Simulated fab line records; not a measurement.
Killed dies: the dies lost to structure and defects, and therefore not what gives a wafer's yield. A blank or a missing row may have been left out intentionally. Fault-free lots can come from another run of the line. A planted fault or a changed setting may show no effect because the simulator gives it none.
Which tool did it?	flow nandHarc	36 wafers from 12 lots sampled at 5 of the route's 1159 steps

WHAT THE GAUGES READ, wafer by wafer
NHARC_P_GATE_CD_MEAS_26: target cd 120 nm. Usual: cdNm 119.9 nm, standard deviation 1.
lot	measured	on	cdNm (nm)	flag
L496	day 4 19:34	cdSem-02	120.0 120.5 120.1	
L499	day 5 08:44	cdSem-03	117.8 117.8 119.0	
L498	day 5 09:23	cdSem-03	120.7 119.4 120.6	
L500	day 5 16:29	cdSem-03	119.0 121.0 118.8	
L502	day 6 09:25	cdSem-01	118.8 119.6 118.0	
L503	day 6 09:28	cdSem-02	121.4 121.0 121.8	
L506	day 7 04:42	cdSem-03	121.2 120.4 120.8	
L509	day 7 22:56	cdSem-01	118.3 119.2 118.3	
L514	day 9 00:02	cdSem-03	118.5 119.9 119.6	
L513	day 9 00:14	cdSem-01	119.9 120.7 118.9	
L518	day 10 03:04	cdSem-02	121.8 120.0 121.0	
L519	day 10 15:29	cdSem-03	120.6 119.0 119.3	

NHARC_P_GATE_CD_MEAS_46: target cd 720 nm. Usual: cdNm 719.3 nm, standard deviation 2.4.
lot	measured	on	cdNm (nm)	flag
L496	day 5 07:40	cdSem-01	721.0 718.6 719.7	
L499	day 5 20:53	cdSem-01	718.2 714.4 718.3	
L498	day 6 04:19	cdSem-02	716.0 715.7 718.7	
L500	day 6 04:29	cdSem-03	720.7 715.7 717.9	
L502	day 6 21:32	cdSem-02	719.7 720.3 717.1	
L503	day 6 21:42	cdSem-03	719.4 716.3 725.1	
L506	day 7 16:38	cdSem-02	716.0 718.8 717.8	
L509	day 8 11:06	cdSem-03	720.9 721.5 720.4	
L514	day 9 12:19	cdSem-02	722.0 724.9 721.1	
L513	day 9 12:10	cdSem-02	717.9 715.8 719.7	
L518	day 10 15:47	cdSem-03	716.0 719.7 719.5	
L519	day 11 03:32	cdSem-01	721.8 721.4 720.4	

NHARC_END_SORT_01. Usual: killedAtArray 24, standard deviation 8.7; killedAtOther 0.8, standard deviation 1.2; killedAtPeriphery 3.6, standard deviation 2.3; killedDies 28, standard deviation 8.9; killedOpen 3.2, standard deviation 1.9; killedShort 2.0, standard deviation 1.6.
lot	measured	on	killedAtArray	killedAtOther	killedAtPeriphery	killedDies	killedOpen	killedShort	flag
L514	day 24 18:20	prober-01	7 11 12	0 1 1	670 665 664	677 677 677	3 1 2	0 3 2	OFF
L513	day 23 18:08	prober-02	31 36 30	0 0 0	646 641 647	677 677 677	0 1 2	1 3 1	OFF

WHAT TOOL EACH LOT RAN ON (gives the tool, then ch and the chambers of the sampled wafers, and finally the start)
lot	NHARC_P_GATE_ETCH_114	NHARC_P_GATE_ETCHBACK_37
L496	rieDiel-06 ch 0,2, day 5 06:36 or earlier	rieDiel-06 ch 1,3, day 5 06:36
L499	rieDiel-06 ch 0,3, day 5 19:44 or earlier	rieDiel-13 ch 0,2, day 5 19:44
L498	rieDiel-03 ch 1,2,3, day 6 03:19 or earlier	rieDiel-03 ch 1,2,3, day 6 03:19
L500	rieDiel-03 ch 0,2,3, day 6 03:25 or earlier	rieDiel-06 ch 0,1,3, day 6 03:25
L502	rieDiel-03 ch 1,2, day 6 20:37 or earlier	rieDiel-13 ch 1,2, day 6 20:37
L503	rieDiel-06 ch 0,1,2, day 6 20:41 or earlier	rieDiel-13 ch 2,3, day 6 20:41
L506	rieDiel-06 ch 0,2,3, day 7 15:46 or earlier	rieDiel-13 ch 0,1,3, day 7 15:46
L509	rieDiel-03 ch 0,2,3, day 8 10:12 or earlier	rieDiel-13 ch 1,2,3, day 8 10:12
L514	rieDiel-03 ch 1,3, day 9 11:17 or earlier	rieDiel-03 ch 0,2,3, day 9 11:17
L513	rieDiel-06 ch 1,2,3, day 9 11:16 or earlier	rieDiel-13 ch 1,2,3, day 9 11:16
L518	rieDiel-06 ch 0,2, day 10 14:54 or earlier	rieDiel-06 ch 1,2, day 10 14:54
L519	rieDiel-06 ch 0,1, day 11 02:33 or earlier	rieDiel-13 ch 0,1,3, day 11 02:33
- NHARC_P_GATE_ETCH_114: etches the open film in CF4/O2, target depth 30 nm, overetch 3 nm, time 16.5 s.
- NHARC_P_GATE_ETCHBACK_37: etches the open film in CHF3/O2, target depth 34.5 nm, time 17.2 s.

WHAT THE TOOLS THEMSELVES READ (means of the sampled wafers that have a number; where no wafer has one, the mark that the record gives instead)
NHARC_P_GATE_ETCH_114. Usual: drypumpMotorCurrentA 5.9 A, standard deviation 0.3; mfcArSccm 0.014 sccm, standard deviation 0.018; oesProductAu 0.996 a.u., standard deviation 0.013; rfVppV 197.3 V, standard deviation 1.4; showerheadPlenumPTorr 1.32 Torr, standard deviation 0.059; throttleValvePct 13.397 %, standard deviation 0.0093.
lot	tool	drypumpMotorCurrentA (A)	mfcArSccm (sccm)	oesProductAu (a.u.)	rfVppV (V)	showerheadPlenumPTorr (Torr)	throttleValvePct (%)	flag
L496	rieDiel-06	5.5	0.040	0.979	198.6	1.33	13.396	
L499	rieDiel-06	5.9	0.014	1.001	196.0	1.26	13.397	
L498	rieDiel-03	6.1	0.007	0.993	197.8	1.32	13.396	
L500	rieDiel-03	6.1	0.000	0.993	197.3	1.32	13.399	
L502	rieDiel-03	6.2	0.014	0.998	197.2	1.29	13.396	
L503	rieDiel-06	5.6	0.027	0.995	198.0	1.34	13.390	
L506	rieDiel-06	5.7	0.026	0.996	198.2	1.31	13.392	
L509	rieDiel-03	6.1	0.000	0.997	197.3	1.32	13.403	
L514	rieDiel-03	6.3	0.007	1.000	197.9	1.36	13.402	
L513	rieDiel-06	5.8	0.013	1.004	197.1	1.33	13.398	
L518	rieDiel-06	5.5	0.039	0.979	198.0	1.37	13.394	
L519	rieDiel-06	5.5	0.028	1.000	197.1	1.30	13.405	

NHARC_P_GATE_ETCHBACK_37. Usual: biasW 200.1 W, standard deviation 0.57; chamberPressureMTorr 25.001 mTorr, standard deviation 0.025; drypumpMotorCurrentA 5.8 A, standard deviation 0.3; mfcArSccm 200.1 sccm, standard deviation 0.59; oesProductAu 0.94 a.u., standard deviation 0.037; rfVppV 370.4 V, standard deviation 2.6; showerheadPlenumPTorr 2.39 Torr, standard deviation 0.12; throttleValvePct 20.572 %, standard deviation 0.0099.
lot	tool	biasW (W)	chamberPressureMTorr (mTorr)	drypumpMotorCurrentA (A)	mfcArSccm (sccm)	oesProductAu (a.u.)	rfVppV (V)	showerheadPlenumPTorr (Torr)	throttleValvePct (%)	flag
L496	rieDiel-06	200.0	25.008	5.9	200.4	0.94	369.5	2.36	20.584	
L499	rieDiel-13	199.6	25.007	5.7	199.7	1.00	372.0	2.47	20.577	
L498	rieDiel-03	199.9	25.020	6.2	199.4	0.92	370.2	2.37	20.570	
L500	rieDiel-06	199.2	25.005	5.8	199.8	0.92	369.1	2.32	20.568	
L502	rieDiel-13	199.7	25.007	5.4	200.6	0.93	372.8	2.50	20.568	
L503	rieDiel-13	200.5	24.973	5.8	200.0	1.00	369.7	2.37	20.565	
L506	rieDiel-13	200.3	24.994	5.9	200.5	0.92	369.2	2.32	20.571	
L509	rieDiel-13	199.9	24.990	5.6	200.5	0.92	369.8	2.38	20.566	
L514	rieDiel-03	-	-	-	-	-	-	-	-	OFF
L513	rieDiel-13	-	-	-	-	-	-	-	-	OFF
L518	rieDiel-06	200.7	24.999	5.7	200.4	0.92	371.2	2.45	20.566	
L519	rieDiel-13	200.5	25.026	5.9	200.1	0.99	369.4	2.31	20.576	

THE ANSWER, worked out from the rows above alone
Rule: lot off if the mean of its wafers having a number is beyond 3 standard deviations from the usual mean. A lot without any number at a reading at which 4 lots or more have one is off too. The other lots that the step has rows for count as sound. After the gauges, taken in route order, come the tools' own readings; for these a lot's mean is taken, as printed above. At the first step where some lot is off, the reading lying furthest off is the one used; lots without a number count as furthest.
Off: L514, L513 (NHARC_END_SORT_01, killedAtPeriphery). Neither off nor sound, because the step has no rows for them: L496, L499, L498, L500, L502, L503, L506, L509, L518, L519.
A tool fits if, at a process step before that reading, it ran every lot that is off, and no sound lot after the first of them. The gauges at NHARC_END_SORT_01 aren't tried: what is off there is off at NHARC_P_GATE_ETCHBACK_37 too, on other tools, and a gauge's error can't cause that. With no start given for some of its lots, NHARC_P_GATE_ETCH_114 uses the hours and lot order of NHARC_P_GATE_ETCHBACK_37. No candidate that was tried fits.

WHAT THE SIMULATOR PUT IN
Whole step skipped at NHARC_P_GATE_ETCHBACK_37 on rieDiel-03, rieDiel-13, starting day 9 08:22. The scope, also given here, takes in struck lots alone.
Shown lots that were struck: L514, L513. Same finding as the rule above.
